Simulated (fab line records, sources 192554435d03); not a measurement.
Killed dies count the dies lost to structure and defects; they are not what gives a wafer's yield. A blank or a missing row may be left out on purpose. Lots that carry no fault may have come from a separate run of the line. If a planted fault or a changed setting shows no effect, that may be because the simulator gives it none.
Matching of chambers ; flow n5-finfet ; 4 sister chambers for N5_BEOL_M3_ALD_98 on ald-sin-02
The step deposits SiO2, target thk 2.5 nm, pulse time 1 s, co reactant pulse time 1 s. 24 wafers are shown with their chamber, then 12 later ones without.

== WAFERS PAIRED WITH THEIR CHAMBERS ==
wafer;chamber;heater-power-w (W);precursor-pulse-height-rel
L078.2;0;69;1.004
L078.3;3;65;0.986
L078.6;3;67;0.998
L079.1;0;69;1.022
L079.4;3;66;1.001
L079.6;2;82;1.016
L084.1;2;81;1.004
L084.2;3;67;0.986
L084.6;2;83;0.994
L085.1;2;82;0.973
L085.5;1;87;0.970
L085.6;2;83;0.984
L086.1;3;66;0.993
L086.2;2;81;0.953
L086.4;0;68;0.981
L089.1;1;87;1.000
L089.3;0;69;0.988
L089.4;2;81;0.980
L090.3;0;68;1.012
L090.5;0;68;0.987
L090.6;1;89;1.017
L091.1;3;68;0.988
L091.4;2;81;0.996
L091.5;1;88;1.009

SIGNATURES, as means of the wafers listed above
reading;chamber 0;chamber 1;chamber 2;chamber 3;scatter within a chamber
heater-power-w;68.50;87.75;81.75;66.50;0.873
precursor-pulse-height-rel;0.99900;0.99900;0.98750;0.99200;0.0165
Rule: for a wafer and a chamber, the distance is found by dividing, reading by reading, the gap between the wafer's reading and the chamber's mean by the reading's scatter, squaring, summing and taking the root. If the next closest chamber is less than 2 further off than the closest, the wafer can't be placed; otherwise it belongs to the closest. The scatter: take each reading less its chamber's mean, square it, sum over the shown wafers, divide by the number of wafers less the number of chambers, and take the root.

== WAFERS WITH NO CHAMBER GIVEN ==
wafer;heater-power-w (W);precursor-pulse-height-rel
L092.2;67;0.995
L092.4;68;0.975
L092.6;68;1.028
L093.1;81;0.985
L093.4;69;1.018
L093.6;69;0.990
L094.1;68;1.023
L094.2;82;1.021
L094.6;87;0.998
L097.1;67;0.996
L097.2;68;1.012
L097.3;83;1.025

== EACH ONE'S CHAMBER ==
wafer;from the rows above;in truth
L092.2;can't be placed: 3 or 0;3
L092.4;can't be placed: 0 or 3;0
L092.6;can't be placed: 0 or 3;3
L093.1;2;2
L093.4;can't be placed: 0 or 3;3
L093.6;0;0
L094.1;can't be placed: 0 or 3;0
L094.2;2;2
L094.6;1;1
L097.1;can't be placed: 3 or 0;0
L097.2;can't be placed: 0 or 3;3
L097.3;2;2
Correct placement for 5 of the 12. From these rows, 7 cannot be placed; in 7 the true chamber is one of the candidates. Number placed wrongly: 0.
